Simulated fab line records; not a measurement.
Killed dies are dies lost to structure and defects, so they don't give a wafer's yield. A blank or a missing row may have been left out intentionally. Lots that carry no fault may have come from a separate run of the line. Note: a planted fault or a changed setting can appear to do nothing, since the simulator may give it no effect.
Lot-split experiment ; flow n5Finfet ; 21 wafers read from 7 lots, route of 1938 steps

== ON THE SPLIT ==
At N5_SD_EPI_N_EPI_21 (deposits Si:P, time 690 s), the setting tempC was moved away from the recipe's 680 C on 6 of the 21 wafers read, by -0.7% to +0.5%. All remaining wafers had this setting at the recipe value.

== FROM THE SPLIT TO THE READING: what the file shows between them, 9 steps ==
- N5_SD_EPI_N_PRECLEAN_24: cleans in O3/DIW, time 60 s
- N5_SD_EPI_P_EPI_21: deposits SiGe:B, time 355 s
- N5_SD_EPI_P_HM_STRIP_48: strips SiNx in H3PO4, material SiNx, target depth 3 nm
- N5_SD_EPI_P_SRD_49: time 30 s
- N5_SD_EPI_P_PRECLEAN_24: cleans in O3/DIW, time 45 s
- N5_SD_EPI_P_PRECLEAN_32: cleans in dHF, time 10 s
- N5_SD_EPI_P_PRECLEAN_33: cleans in SC2, time 45 s
- N5_SD_ACTIVATION_RTA_00: time 0 s
- N5_SD_ACTIVATION_LSA_01: time 0.0008 s

== THE READING ==
RS_SD_N (ohm/sq), read at N5_SD_ACTIVATION_RS_MEAS_03 with a four-point probe. Fault-free wafers of this fab line usually give 21.85 ohm/sq, standard deviation 0.29 ohm/sq.

wafer;tool, chamber at the split;tempC as run, C;against the recipe;RS_SD_N, ohm/sq;against lot-mates on the recipe
L076.3;epiRpcvd-04, 0;678.3;-0.3%;22.34;+0.71
L076.5;epiRpcvd-04, 0;680;recipe;21.51;-
L076.6;epiRpcvd-04, 0;680;recipe;21.75;-
L077.1;epiRpcvd-02, 0;680;recipe;21.89;-
L077.3;epiRpcvd-02, 0;680;recipe;21.55;-
L077.4;epiRpcvd-02, 0;681.2;+0.2%;21.20;-0.52
L079.2;epiRpcvd-02, 0;675.2;-0.7%;23.48;+1.71
L079.4;epiRpcvd-02, 0;680;recipe;21.58;-
L079.6;epiRpcvd-02, 0;680;recipe;21.95;-
L080.3;epiRpcvd-02, 0;680;recipe;22.29;-
L080.4;epiRpcvd-02, 0;683.5;+0.5%;20.72;-1.57
L080.6;epiRpcvd-02, 0;683.5;+0.5%;20.76;-1.53
L083.3;epiRpcvd-04, 0;680;recipe;21.95;-
L083.4;epiRpcvd-04, 0;680;recipe;22.19;-
L083.5;epiRpcvd-04, 0;680;recipe;22.26;-
L092.1;epiRpcvd-04, 0;676.2;-0.6%;23.49;+1.62
L092.4;epiRpcvd-04, 0;680;recipe;21.85;-
L092.5;epiRpcvd-04, 0;680;recipe;21.88;-
L097.4;epiRpcvd-02, 0;680;recipe;21.71;-
L097.5;epiRpcvd-02, 0;680;recipe;22.04;-
L097.6;epiRpcvd-02, 0;680;recipe;21.86;-

THE FIT
A straight line over all 21 wafers: RS_SD_N changes by -2.4 ohm/sq for each +1% of tempC; r = -0.94; the points scatter about the line by 0.23 ohm/sq.
The same after taking each lot's own level away (the mean of its wafers on the recipe; 21 wafers): -2.78 ohm/sq for each +1%; r = -0.98; scatter 0.14 ohm/sq.
On that fit, the largest move of tempC shifts the reading by 2 ohm/sq.
Across the lots, their own levels run from 21.630 to 22.290 ohm/sq, a range of 2.3 times the standard deviation given above.
So the slope is not independent of the lot-to-lot level: the two fits are not the same.
Check: +2.08 ohm/sq against its lot-mates is what the line predicts for one of the wafers moved furthest among these (-0.7%) when that wafer is left out of the fit. It came out at +1.71 ohm/sq against them.

== THESE WAFERS: OTHER SPLITS ==
Other splits were also applied to these wafers ahead of the reading. Each is held against what the fit with the lots' levels taken away leaves over:
other split on the same wafers;wafers away from the commonest value;r with RS_SD_N (lot level and that fit taken away)
N5_WELL_APT_EXPOSE_05 doseMj;6;-0.26
N5_WELL_APT_PEB_06 pebTempC;5;+0.09
N5_FIN_SAQP_ETCH_64 biasW;9;+0.31
N5_SD_EPI_N_COAT_03 spinRpm;6;+0.00
N5_SD_EPI_N_ETCH_45 targetDepthA;11;+0.10

== THE WHOLE CHAIN: every reading that the file lists as answering this split, in the file's order ==
step;what it does;reading;change (the file's fit);r (the file's)
N5_SD_EPI_N_EPI_21;deposits Si:P, time 690 s;Si-P_of_SD_EPI_N_EPI_21.thkNm (the simulator's own value, which no gauge read);+6.88 nm for each +1% of the setting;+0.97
N5_SD_EPI_P_HM_STRIP_48;strips SiNx in H3PO4, material SiNx, target depth 3 nm;Si-P_of_SD_EPI_N_EPI_21.thkNm (the simulator's own value, which no gauge read);+7.14 nm for each +1% of the setting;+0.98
N5_SD_EPI_P_PRECLEAN_24;cleans in O3/DIW, time 45 s;Si-P_of_SD_EPI_N_EPI_21.thkNm (the simulator's own value, which no gauge read);+6.85 nm for each +1% of the setting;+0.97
N5_SD_ACTIVATION_RS_MEAS_03;measures by four-point-probe;RS_SD_N;-2.73 for each +1% of the setting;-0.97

== FILE'S OWN FIT ==
RS_SD_N changes by -2.73 ohm/sq for each +1% of tempC, r = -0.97.
